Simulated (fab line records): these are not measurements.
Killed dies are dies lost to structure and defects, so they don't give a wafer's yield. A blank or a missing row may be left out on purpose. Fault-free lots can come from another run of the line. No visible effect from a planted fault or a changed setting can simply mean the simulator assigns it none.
Chamber matching + flow n5-finfet + rie-diel-05 running N5_SDB_ETCH_17: 4 sister chambers
The step etches SiARC in CF4, target depth 23.4 nm, time 39 s. 14 wafers are shown with their chamber, then 7 later ones without.

== WAFERS PAIRED WITH THEIR CHAMBERS ==
| wafer  | chamber | showerhead-plenum-p-Torr (Torr) | drypump-motor-current-A (A) | throttle-valve-pct (%) |
|--------|---------|---------------------------------|-----------------------------|------------------------|
| L755.1 | 1       | 2.21                            | 6.2                         | 15.70                  |
| L755.2 | 0       | 2.09                            | 5.6                         | 15.41                  |
| L755.6 | 2       | 2.15                            | 6.6                         | 15.57                  |
| L757.2 | 3       | 2.25                            | 5.6                         | 15.67                  |
| L757.3 | 0       | 2.09                            | 5.6                         | 15.42                  |
| L757.4 | 2       | 2.15                            | 6.6                         | 15.57                  |
| L761.1 | 2       | 2.15                            | 6.6                         | 15.59                  |
| L761.4 | 1       | 2.20                            | 6.3                         | 15.74                  |
| L761.5 | 2       | 2.15                            | 6.6                         | 15.60                  |
| L762.4 | 1       | 2.20                            | 6.3                         | 15.75                  |
| L762.5 | 3       | 2.25                            | 5.6                         | 15.69                  |
| L762.6 | 2       | 2.15                            | 6.6                         | 15.58                  |
| L764.1 | 3       | 2.25                            | 5.5                         | 15.69                  |
| L764.4 | 0       | 2.08                            | 5.6                         | 15.44                  |

SIGNATURES, as means of the wafers listed above
| reading                  | chamber 0 | chamber 1 | chamber 2 | chamber 3 | scatter within a chamber |
|--------------------------|-----------|-----------|-----------|-----------|--------------------------|
| showerhead-plenum-p-Torr | 2.0867    | 2.2033    | 2.1500    | 2.2500    | 0.00365                  |
| drypump-motor-current-A  | 5.600     | 6.267     | 6.600     | 5.567     | 0.0365                   |
| throttle-valve-pct       | 15.4233   | 15.7300   | 15.5820   | 15.6833   | 0.0168                   |
Rule: distance of a wafer from a chamber = root of the sum over the readings of ((wafer's reading minus chamber's mean) / reading's scatter) squared. If the next closest chamber is less than 2 further off than the closest, the wafer can't be placed; otherwise it belongs to the closest. The scatter: take each reading less its chamber's mean, square it, sum over the shown wafers, divide by the number of wafers less the number of chambers, and take the root.

== WAFERS MISSING THEIR CHAMBER ==
| wafer  | showerhead-plenum-p-Torr (Torr) | drypump-motor-current-A (A) | throttle-valve-pct (%) |
|--------|---------------------------------|-----------------------------|------------------------|
| L764.6 | 2.15                            | 6.6                         | 15.62                  |
| L766.2 | 2.24                            | 5.5                         | 15.70                  |
| L766.3 | 2.20                            | 6.2                         | 15.76                  |
| L766.5 | 2.08                            | 5.6                         | 15.45                  |
| L769.2 | 2.14                            | 6.6                         | 15.64                  |
| L769.4 | 2.14                            | 6.6                         | 15.63                  |
| L769.6 | 2.24                            | 5.5                         | 15.72                  |

== THE CHAMBER EACH PASSED THROUGH ==
| wafer  | from the rows above | in truth |
|--------|---------------------|----------|
| L764.6 | 2                   | 2        |
| L766.2 | 3                   | 3        |
| L766.3 | 1                   | 1        |
| L766.5 | 0                   | 0        |
| L769.2 | 2                   | 2        |
| L769.4 | 2                   | 2        |
| L769.6 | 3                   | 3        |
Correctly placed: 7 of 7. Number that these rows cannot place: 0. Wrongly placed: 0.
